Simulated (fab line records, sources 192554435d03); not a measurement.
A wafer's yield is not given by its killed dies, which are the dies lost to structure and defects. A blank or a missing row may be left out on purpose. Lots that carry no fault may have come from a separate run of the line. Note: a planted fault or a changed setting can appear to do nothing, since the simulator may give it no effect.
Which tool was responsible? / flow n5Finfet / 24 lots with 72 wafers sampled at 6 steps, on a route of 1938 steps

## WHAT EACH GAUGE READ, for each wafer
N5_BEOL_M13_THK_MEAS_01. Usual: M13_ILD_THK gives 842 nm (standard deviation 11).
lot=L076; measured=day 10 21:35; on=filmMetro-02; M13_ILD_THK (nm)=851 830 844; flag=
lot=L075; measured=day 11 06:38; on=filmMetro-02; M13_ILD_THK (nm)=840 850 860; flag=
lot=L074; measured=day 11 09:08; on=filmMetro-02; M13_ILD_THK (nm)=828 833 833; flag=
lot=L077; measured=day 12 03:58; on=filmMetro-01; M13_ILD_THK (nm)=833 844 843; flag=
lot=L078; measured=day 12 04:52; on=filmMetro-01; M13_ILD_THK (nm)=839 831 838; flag=
lot=L081; measured=day 12 04:58; on=filmMetro-01; M13_ILD_THK (nm)=855 845 857; flag=
lot=L080; measured=day 12 11:52; on=filmMetro-02; M13_ILD_THK (nm)=810 830 835; flag=
lot=L079; measured=day 12 12:13; on=filmMetro-01; M13_ILD_THK (nm)=845 829 870; flag=
lot=L082; measured=day 13 02:59; on=filmMetro-01; M13_ILD_THK (nm)=822 839 841; flag=
lot=L084; measured=day 13 08:32; on=filmMetro-01; M13_ILD_THK (nm)=842 837 847; flag=
lot=L083; measured=day 13 11:48; on=filmMetro-02; M13_ILD_THK (nm)=817 835 846; flag=
lot=L085; measured=day 13 18:49; on=filmMetro-02; M13_ILD_THK (nm)=824 850 852; flag=
lot=L086; measured=day 13 21:07; on=filmMetro-01; M13_ILD_THK (nm)=829 833 843; flag=
lot=L087; measured=day 14 04:10; on=filmMetro-02; M13_ILD_THK (nm)=829 833 845; flag=
lot=L089; measured=day 14 07:31; on=filmMetro-01; M13_ILD_THK (nm)=841 842 834; flag=
lot=L088; measured=day 14 07:37; on=filmMetro-01; M13_ILD_THK (nm)=843 843 851; flag=
lot=L090; measured=day 14 10:14; on=filmMetro-02; M13_ILD_THK (nm)=819 834 846; flag=
lot=L091; measured=day 14 21:06; on=filmMetro-01; M13_ILD_THK (nm)=827 835 835; flag=
lot=L093; measured=day 15 15:32; on=filmMetro-02; M13_ILD_THK (nm)=833 847 857; flag=
lot=L092; measured=day 15 16:56; on=filmMetro-01; M13_ILD_THK (nm)=849 856 867; flag=
lot=L095; measured=day 16 00:51; on=filmMetro-01; M13_ILD_THK (nm)=839 840 870; flag=
lot=L094; measured=day 16 02:21; on=filmMetro-02; M13_ILD_THK (nm)=837 857 846; flag=
lot=L096; measured=day 16 07:04; on=filmMetro-01; M13_ILD_THK (nm)=839 833 854; flag=
lot=L097; measured=day 16 07:24; on=filmMetro-02; M13_ILD_THK (nm)=845 861 853; flag=

N5_BEOL_M13_OVL_MEAS_29. Usual: M13_OVL gives 3 nm (standard deviation 5.9).
lot=L076; measured=day 10 23:25; on=overlay-01; M13_OVL (nm)=-7 -11 -6; flag=
lot=L075; measured=day 11 08:10; on=overlay-02; M13_OVL (nm)=8 9 -4; flag=
lot=L074; measured=day 11 10:29; on=overlay-01; M13_OVL (nm)=-1 5 -4; flag=
lot=L077; measured=day 12 05:29; on=overlay-01; M13_OVL (nm)=-1 -4 -1; flag=
lot=L078; measured=day 12 06:09; on=overlay-01; M13_OVL (nm)=-2 -4 -1; flag=
lot=L081; measured=day 12 06:35; on=overlay-02; M13_OVL (nm)=11 13 10; flag=
lot=L080; measured=day 12 13:22; on=overlay-02; M13_OVL (nm)=7 8 5; flag=
lot=L079; measured=day 12 13:42; on=overlay-02; M13_OVL (nm)=-2 0 1; flag=
lot=L082; measured=day 13 04:23; on=overlay-01; M13_OVL (nm)=4 6 3; flag=
lot=L084; measured=day 13 10:31; on=overlay-01; M13_OVL (nm)=7 7 3; flag=
lot=L083; measured=day 13 13:20; on=overlay-01; M13_OVL (nm)=-1 -5 -9; flag=
lot=L085; measured=day 13 20:23; on=overlay-02; M13_OVL (nm)=-1 13 7; flag=
lot=L086; measured=day 13 22:39; on=overlay-01; M13_OVL (nm)=6 -2 9; flag=
lot=L087; measured=day 14 05:43; on=overlay-01; M13_OVL (nm)=4 0 3; flag=
lot=L089; measured=day 14 08:55; on=overlay-02; M13_OVL (nm)=3 -2 2; flag=
lot=L088; measured=day 14 09:09; on=overlay-02; M13_OVL (nm)=8 7 5; flag=
lot=L090; measured=day 14 11:46; on=overlay-01; M13_OVL (nm)=4 2 -2; flag=
lot=L091; measured=day 14 22:26; on=overlay-01; M13_OVL (nm)=-1 -2 5; flag=
lot=L093; measured=day 15 17:22; on=overlay-02; M13_OVL (nm)=11 16 5; flag=
lot=L092; measured=day 15 18:50; on=overlay-02; M13_OVL (nm)=11 9 5; flag=
lot=L095; measured=day 16 02:24; on=overlay-01; M13_OVL (nm)=2 8 12; flag=
lot=L094; measured=day 16 03:46; on=overlay-01; M13_OVL (nm)=5 0 0; flag=
lot=L096; measured=day 16 08:28; on=overlay-02; M13_OVL (nm)=-2 -4 -8; flag=
lot=L097; measured=day 16 08:42; on=overlay-02; M13_OVL (nm)=2 8 -2; flag=

N5_BEOL_M13_OCD_MEAS_35. Usual: trenchDepthNm 412 nm, standard deviation 7.6.
lot=L076; measured=day 11 00:02; on=ocd-02; trenchDepthNm (nm)=429 404 429; flag=
lot=L075; measured=day 11 08:49; on=ocd-02; trenchDepthNm (nm)=413 413 409; flag=
lot=L074; measured=day 11 11:08; on=ocd-01; trenchDepthNm (nm)=424 426 424; flag=
lot=L077; measured=day 12 06:12; on=ocd-02; trenchDepthNm (nm)=411 413 411; flag=
lot=L078; measured=day 12 06:47; on=ocd-02; trenchDepthNm (nm)=408 409 407; flag=
lot=L081; measured=day 12 07:13; on=ocd-01; trenchDepthNm (nm)=413 413 413; flag=
lot=L080; measured=day 12 14:01; on=ocd-02; trenchDepthNm (nm)=413 422 417; flag=
lot=L079; measured=day 12 14:20; on=ocd-01; trenchDepthNm (nm)=404 408 408; flag=
lot=L082; measured=day 13 05:01; on=ocd-01; trenchDepthNm (nm)=416 408 418; flag=
lot=L084; measured=day 13 11:45; on=ocd-01; trenchDepthNm (nm)=423 413 402; flag=
lot=L083; measured=day 13 13:58; on=ocd-01; trenchDepthNm (nm)=405 409 406; flag=
lot=L085; measured=day 13 21:01; on=ocd-01; trenchDepthNm (nm)=425 419 417; flag=
lot=L086; measured=day 13 23:36; on=ocd-02; trenchDepthNm (nm)=405 406 407; flag=
lot=L087; measured=day 14 06:22; on=ocd-01; trenchDepthNm (nm)=422 413 414; flag=
lot=L089; measured=day 14 09:33; on=ocd-01; trenchDepthNm (nm)=405 405 406; flag=
lot=L088; measured=day 14 09:47; on=ocd-01; trenchDepthNm (nm)=404 420 418; flag=
lot=L090; measured=day 14 12:25; on=ocd-02; trenchDepthNm (nm)=407 408 410; flag=
lot=L091; measured=day 14 23:05; on=ocd-02; trenchDepthNm (nm)=415 427 398; flag=
lot=L093; measured=day 15 18:01; on=ocd-02; trenchDepthNm (nm)=415 410 412; flag=
lot=L092; measured=day 15 19:29; on=ocd-01; trenchDepthNm (nm)=416 423 416; flag=
lot=L095; measured=day 16 03:02; on=ocd-01; trenchDepthNm (nm)=406 408 403; flag=
lot=L094; measured=day 16 04:23; on=ocd-02; trenchDepthNm (nm)=407 410 409; flag=
lot=L096; measured=day 16 09:05; on=ocd-01; trenchDepthNm (nm)=410 411 408; flag=
lot=L097; measured=day 16 09:25; on=ocd-02; trenchDepthNm (nm)=405 424 437; flag=

N5_BEOL_M13_RS_MEAS_54: measurement is done with a four-point probe. Usual: M13_RS gives 0.0450 ohm/sq (standard deviation 0.00085).
lot=L076; measured=day 11 02:59; on=filmMetro-02; M13_RS (ohm/sq)=0.0433 0.0459 0.0432; flag=
lot=L075; measured=day 11 11:20; on=filmMetro-01; M13_RS (ohm/sq)=0.0447 0.0449 0.0449; flag=
lot=L074; measured=day 11 13:22; on=filmMetro-01; M13_RS (ohm/sq)=0.0437 0.0437 0.0437; flag=
lot=L077; measured=day 12 11:58; on=filmMetro-02; M13_RS (ohm/sq)=0.0452 0.0451 0.0453; flag=
lot=L078; measured=day 12 12:32; on=filmMetro-02; M13_RS (ohm/sq)=0.0455 0.0455 0.0460; flag=
lot=L081; measured=day 12 11:22; on=filmMetro-02; M13_RS (ohm/sq)=0.0450 0.0449 0.0451; flag=
lot=L080; measured=day 12 18:42; on=filmMetro-02; M13_RS (ohm/sq)=0.0443 0.0440 0.0445; flag=
lot=L079; measured=day 12 18:46; on=filmMetro-01; M13_RS (ohm/sq)=0.0457 0.0454 0.0457; flag=
lot=L082; measured=day 13 08:56; on=filmMetro-01; M13_RS (ohm/sq)=0.0444 0.0454 0.0444; flag=
lot=L084; measured=day 13 16:59; on=filmMetro-02; M13_RS (ohm/sq)=0.0439 0.0447 0.0463; flag=
lot=L083; measured=day 13 18:08; on=filmMetro-02; M13_RS (ohm/sq)=0.0457 0.0454 0.0455; flag=
lot=L085; measured=day 14 00:41; on=filmMetro-02; M13_RS (ohm/sq)=0.0438 0.0440 0.0444; flag=
lot=L086; measured=day 14 03:23; on=filmMetro-02; M13_RS (ohm/sq)=0.0461 0.0458 0.0456; flag=
lot=L087; measured=day 14 08:22; on=filmMetro-02; M13_RS (ohm/sq)=0.0438 0.0449 0.0448; flag=
lot=L089; measured=day 14 16:19; on=filmMetro-01; M13_RS (ohm/sq)=0.0457 0.0458 0.0456; flag=
lot=L088; measured=day 14 17:25; on=filmMetro-01; M13_RS (ohm/sq)=0.0454 0.0443 0.0446; flag=
lot=L090; measured=day 14 18:06; on=filmMetro-01; M13_RS (ohm/sq)=0.0455 0.0457 0.0447; flag=
lot=L091; measured=day 15 02:50; on=filmMetro-02; M13_RS (ohm/sq)=0.0447 0.0434 0.0468; flag=
lot=L093; measured=day 15 23:34; on=filmMetro-01; M13_RS (ohm/sq)=0.0443 0.0451 0.0450; flag=
lot=L092; measured=day 16 00:05; on=filmMetro-01; M13_RS (ohm/sq)=0.0443 0.0438 0.0445; flag=
lot=L095; measured=day 16 06:10; on=filmMetro-02; M13_RS (ohm/sq)=0.0459 0.0451 0.0461; flag=
lot=L094; measured=day 16 06:28; on=filmMetro-01; M13_RS (ohm/sq)=0.0455 0.0452 0.0452; flag=
lot=L096; measured=day 16 12:58; on=filmMetro-02; M13_RS (ohm/sq)=0.0455 0.0449 0.0458; flag=
lot=L097; measured=day 16 15:16; on=filmMetro-02; M13_RS (ohm/sq)=0.0461 0.0440 0.0422; flag=

## TOOL THAT RAN EACH LOT (tool first, then ch and the chambers of the sampled wafers, then the start)
lot=L076; N5_BEOL_M13_ETCH_59=rieDiel-03 ch 0,2,3, day 10 22:01; N5_BEOL_M13_SPUTTER_44=pvdSputter-02, day 11 01:55
lot=L075; N5_BEOL_M13_ETCH_59=rieDiel-01 ch 0,2, day 11 07:12; N5_BEOL_M13_SPUTTER_44=pvdSputter-01, day 11 10:08
lot=L074; N5_BEOL_M13_ETCH_59=rieDiel-03 ch 1,2,3, day 11 09:36; N5_BEOL_M13_SPUTTER_44=pvdSputter-01, day 11 12:17
lot=L077; N5_BEOL_M13_ETCH_59=rieDiel-02 ch 2,3, day 12 04:31; N5_BEOL_M13_SPUTTER_44=pvdSputter-02, day 12 10:15
lot=L078; N5_BEOL_M13_ETCH_59=rieDiel-03 ch 0,1,3, day 12 05:18; N5_BEOL_M13_SPUTTER_44=pvdSputter-02, day 12 10:34
lot=L081; N5_BEOL_M13_ETCH_59=rieDiel-03 ch 0,1,3, day 12 05:36; N5_BEOL_M13_SPUTTER_44=pvdSputter-03, day 12 10:17
lot=L080; N5_BEOL_M13_ETCH_59=rieDiel-01 ch 0,2, day 12 12:31; N5_BEOL_M13_SPUTTER_44=pvdSputter-03, day 12 16:49
lot=L079; N5_BEOL_M13_ETCH_59=rieDiel-02 ch 1,2,3, day 12 12:51; N5_BEOL_M13_SPUTTER_44=pvdSputter-01, day 12 16:53
lot=L082; N5_BEOL_M13_ETCH_59=rieDiel-01 ch 0,2,3, day 13 03:32; N5_BEOL_M13_SPUTTER_44=pvdSputter-01, day 13 07:50
lot=L084; N5_BEOL_M13_ETCH_59=rieDiel-03 ch 0,2,3, day 13 09:39; N5_BEOL_M13_SPUTTER_44=pvdSputter-01, day 13 15:52
lot=L083; N5_BEOL_M13_ETCH_59=rieDiel-02 ch 0,3, day 13 12:21; N5_BEOL_M13_SPUTTER_44=pvdSputter-03, day 13 16:46
lot=L085; N5_BEOL_M13_ETCH_59=rieDiel-02 ch 0,2, day 13 19:14; N5_BEOL_M13_SPUTTER_44=pvdSputter-03, day 13 23:36
lot=L086; N5_BEOL_M13_ETCH_59=rieDiel-01 ch 0,1,2, day 13 21:40; N5_BEOL_M13_SPUTTER_44=pvdSputter-02, day 14 02:16
lot=L087; N5_BEOL_M13_ETCH_59=rieDiel-02 ch 0,2, day 14 04:44; N5_BEOL_M13_SPUTTER_44=pvdSputter-02, day 14 07:17
lot=L089; N5_BEOL_M13_ETCH_59=rieDiel-02 ch 0,1,2, day 14 08:05; N5_BEOL_M13_SPUTTER_44=pvdSputter-03, day 14 14:20
lot=L088; N5_BEOL_M13_ETCH_59=rieDiel-03 ch 0,1,3, day 14 08:10; N5_BEOL_M13_SPUTTER_44=pvdSputter-01, day 14 15:12
lot=L090; N5_BEOL_M13_ETCH_59=rieDiel-03 ch 1,2,3, day 14 10:47; N5_BEOL_M13_SPUTTER_44=pvdSputter-03, day 14 16:52
lot=L091; N5_BEOL_M13_ETCH_59=rieDiel-03 ch 1,2,3, day 14 21:32; N5_BEOL_M13_SPUTTER_44=pvdSputter-02, day 15 01:01
lot=L093; N5_BEOL_M13_ETCH_59=rieDiel-03 ch 0,1,2, day 15 16:22; N5_BEOL_M13_SPUTTER_44=pvdSputter-01, day 15 22:29
lot=L092; N5_BEOL_M13_ETCH_59=rieDiel-02 ch 1,2,3, day 15 17:52; N5_BEOL_M13_SPUTTER_44=pvdSputter-03, day 15 22:40
lot=L095; N5_BEOL_M13_ETCH_59=rieDiel-03 ch 0,1,3, day 16 01:25; N5_BEOL_M13_SPUTTER_44=pvdSputter-01, day 16 04:59
lot=L094; N5_BEOL_M13_ETCH_59=rieDiel-01 ch 1,2,3, day 16 02:55; N5_BEOL_M13_SPUTTER_44=pvdSputter-02, day 16 05:23
lot=L096; N5_BEOL_M13_ETCH_59=rieDiel-03 ch 0,1,2, day 16 07:29; N5_BEOL_M13_SPUTTER_44=pvdSputter-01, day 16 11:53
lot=L097; N5_BEOL_M13_ETCH_59=rieDiel-03 ch 1,2, day 16 07:51; N5_BEOL_M13_SPUTTER_44=pvdSputter-01, day 16 14:11
- N5_BEOL_M13_ETCH_59: etches BARC in N2/H2, target depth 89 nm, overetch 26.7 nm, time 67.9 s.
- N5_BEOL_M13_SPUTTER_44: material Ta, target thk 10 nm, time 16.13 s.

## WHAT THE TOOLS THEMSELVES READ (means of the sampled wafers that have a number; where no wafer has one, the mark that the record gives instead)
N5_BEOL_M13_ETCH_59. Usual: drypumpMotorCurrentA 6.0 A, standard deviation 0.39; oesProductAu 0.66 a.u., standard deviation 0.073; rfVppV 524.6 V, standard deviation 2.3; showerheadPlenumPTorr 2.56 Torr, standard deviation 0.077; throttleValvePct 17.9 %, standard deviation 0.31.
lot=L076; tool=rieDiel-03; drypumpMotorCurrentA (A)=6.4; oesProductAu (a.u.)=0.67; rfVppV (V)=526.5; showerheadPlenumPTorr (Torr)=2.61; throttleValvePct (%)=17.7; flag=
lot=L075; tool=rieDiel-01; drypumpMotorCurrentA (A)=5.3; oesProductAu (a.u.)=0.67; rfVppV (V)=525.6; showerheadPlenumPTorr (Torr)=2.60; throttleValvePct (%)=18.2; flag=
lot=L074; tool=rieDiel-03; drypumpMotorCurrentA (A)=6.2; oesProductAu (a.u.)=0.66; rfVppV (V)=525.6; showerheadPlenumPTorr (Torr)=2.57; throttleValvePct (%)=17.9; flag=
lot=L077; tool=rieDiel-02; drypumpMotorCurrentA (A)=5.8; oesProductAu (a.u.)=0.59; rfVppV (V)=523.5; showerheadPlenumPTorr (Torr)=2.54; throttleValvePct (%)=18.4; flag=
lot=L078; tool=rieDiel-03; drypumpMotorCurrentA (A)=6.2; oesProductAu (a.u.)=0.66; rfVppV (V)=526.1; showerheadPlenumPTorr (Torr)=2.60; throttleValvePct (%)=17.8; flag=
lot=L081; tool=rieDiel-03; drypumpMotorCurrentA (A)=6.1; oesProductAu (a.u.)=0.66; rfVppV (V)=527.0; showerheadPlenumPTorr (Torr)=2.60; throttleValvePct (%)=17.8; flag=
lot=L080; tool=rieDiel-01; drypumpMotorCurrentA (A)=5.2; oesProductAu (a.u.)=0.63; rfVppV (V)=525.0; showerheadPlenumPTorr (Torr)=2.61; throttleValvePct (%)=18.1; flag=
lot=L079; tool=rieDiel-02; drypumpMotorCurrentA (A)=5.8; oesProductAu (a.u.)=0.60; rfVppV (V)=522.7; showerheadPlenumPTorr (Torr)=2.51; throttleValvePct (%)=18.3; flag=
lot=L082; tool=rieDiel-01; drypumpMotorCurrentA (A)=5.6; oesProductAu (a.u.)=0.71; rfVppV (V)=524.8; showerheadPlenumPTorr (Torr)=2.56; throttleValvePct (%)=17.9; flag=
lot=L084; tool=rieDiel-03; drypumpMotorCurrentA (A)=6.4; oesProductAu (a.u.)=0.65; rfVppV (V)=525.6; showerheadPlenumPTorr (Torr)=2.60; throttleValvePct (%)=17.7; flag=
lot=L083; tool=rieDiel-02; drypumpMotorCurrentA (A)=5.8; oesProductAu (a.u.)=0.63; rfVppV (V)=522.8; showerheadPlenumPTorr (Torr)=2.53; throttleValvePct (%)=18.2; flag=
lot=L085; tool=rieDiel-02; drypumpMotorCurrentA (A)=5.9; oesProductAu (a.u.)=0.71; rfVppV (V)=526.0; showerheadPlenumPTorr (Torr)=2.62; throttleValvePct (%)=17.9; flag=
lot=L086; tool=rieDiel-01; drypumpMotorCurrentA (A)=5.4; oesProductAu (a.u.)=0.68; rfVppV (V)=523.6; showerheadPlenumPTorr (Torr)=2.56; throttleValvePct (%)=18.0; flag=
lot=L087; tool=rieDiel-02; drypumpMotorCurrentA (A)=5.9; oesProductAu (a.u.)=0.71; rfVppV (V)=526.4; showerheadPlenumPTorr (Torr)=2.62; throttleValvePct (%)=17.9; flag=
lot=L089; tool=rieDiel-02; drypumpMotorCurrentA (A)=5.9; oesProductAu (a.u.)=0.65; rfVppV (V)=523.9; showerheadPlenumPTorr (Torr)=2.55; throttleValvePct (%)=18.1; flag=
lot=L088; tool=rieDiel-03; drypumpMotorCurrentA (A)=6.1; oesProductAu (a.u.)=0.65; rfVppV (V)=526.2; showerheadPlenumPTorr (Torr)=2.60; throttleValvePct (%)=17.9; flag=
lot=L090; tool=rieDiel-03; drypumpMotorCurrentA (A)=6.2; oesProductAu (a.u.)=0.64; rfVppV (V)=524.9; showerheadPlenumPTorr (Torr)=2.56; throttleValvePct (%)=17.9; flag=
lot=L091; tool=rieDiel-03; drypumpMotorCurrentA (A)=6.2; oesProductAu (a.u.)=0.64; rfVppV (V)=524.3; showerheadPlenumPTorr (Torr)=2.56; throttleValvePct (%)=17.9; flag=
lot=L093; tool=rieDiel-03; drypumpMotorCurrentA (A)=6.1; oesProductAu (a.u.)=0.60; rfVppV (V)=523.0; showerheadPlenumPTorr (Torr)=2.54; throttleValvePct (%)=17.9; flag=
lot=L092; tool=rieDiel-02; drypumpMotorCurrentA (A)=5.8; oesProductAu (a.u.)=0.67; rfVppV (V)=523.5; showerheadPlenumPTorr (Torr)=2.50; throttleValvePct (%)=18.2; flag=
lot=L095; tool=rieDiel-03; drypumpMotorCurrentA (A)=6.1; oesProductAu (a.u.)=0.64; rfVppV (V)=525.8; showerheadPlenumPTorr (Torr)=2.59; throttleValvePct (%)=17.9; flag=
lot=L094; tool=rieDiel-01; drypumpMotorCurrentA (A)=5.8; oesProductAu (a.u.)=0.73; rfVppV (V)=523.7; showerheadPlenumPTorr (Torr)=2.51; throttleValvePct (%)=17.8; flag=
lot=L096; tool=rieDiel-03; drypumpMotorCurrentA (A)=6.1; oesProductAu (a.u.)=0.60; rfVppV (V)=524.2; showerheadPlenumPTorr (Torr)=2.53; throttleValvePct (%)=17.9; flag=
lot=L097; tool=rieDiel-03; drypumpMotorCurrentA (A)=6.2; oesProductAu (a.u.)=0.59; rfVppV (V)=523.2; showerheadPlenumPTorr (Torr)=2.49; throttleValvePct (%)=17.9; flag=

N5_BEOL_M13_SPUTTER_44. Usual: throttleValvePct 30.5 %, standard deviation 1.3.
lot=L076; tool=pvdSputter-02; throttleValvePct (%)=31.9; flag=
lot=L075; tool=pvdSputter-01; throttleValvePct (%)=29.8; flag=
lot=L074; tool=pvdSputter-01; throttleValvePct (%)=30.7; flag=
lot=L077; tool=pvdSputter-02; throttleValvePct (%)=31.7; flag=
lot=L078; tool=pvdSputter-02; throttleValvePct (%)=31.7; flag=
lot=L081; tool=pvdSputter-03; throttleValvePct (%)=29.8; flag=
lot=L080; tool=pvdSputter-03; throttleValvePct (%)=29.0; flag=
lot=L079; tool=pvdSputter-01; throttleValvePct (%)=30.0; flag=
lot=L082; tool=pvdSputter-01; throttleValvePct (%)=29.8; flag=
lot=L084; tool=pvdSputter-01; throttleValvePct (%)=30.7; flag=
lot=L083; tool=pvdSputter-03; throttleValvePct (%)=31.0; flag=
lot=L085; tool=pvdSputter-03; throttleValvePct (%)=30.0; flag=
lot=L086; tool=pvdSputter-02; throttleValvePct (%)=31.3; flag=
lot=L087; tool=pvdSputter-02; throttleValvePct (%)=31.1; flag=
lot=L089; tool=pvdSputter-03; throttleValvePct (%)=30.1; flag=
lot=L088; tool=pvdSputter-01; throttleValvePct (%)=30.5; flag=
lot=L090; tool=pvdSputter-03; throttleValvePct (%)=28.9; flag=
lot=L091; tool=pvdSputter-02; throttleValvePct (%)=31.9; flag=
lot=L093; tool=pvdSputter-01; throttleValvePct (%)=30.5; flag=
lot=L092; tool=pvdSputter-03; throttleValvePct (%)=29.9; flag=
lot=L095; tool=pvdSputter-01; throttleValvePct (%)=29.6; flag=
lot=L094; tool=pvdSputter-02; throttleValvePct (%)=31.4; flag=
lot=L096; tool=pvdSputter-01; throttleValvePct (%)=29.8; flag=
lot=L097; tool=pvdSputter-01; throttleValvePct (%)=29.0; flag=

## THE ANSWER, worked out from the rows above alone
Rule: lot off if the mean of its wafers having a number is beyond 3 standard deviations from the usual mean. A lot without any number at a reading at which 4 lots or more have one is off too. All remaining lots with rows at the step are treated as sound. After the gauges, taken in route order, come the tools' own readings; for these a lot's mean is taken, as printed above. At the first step where some lot is off, the reading lying furthest off is the one used; lots without a number count as furthest.
No lot is off at any reading shown: from this, nothing can be told.

## WHAT THE SIMULATOR HAD PUT IN
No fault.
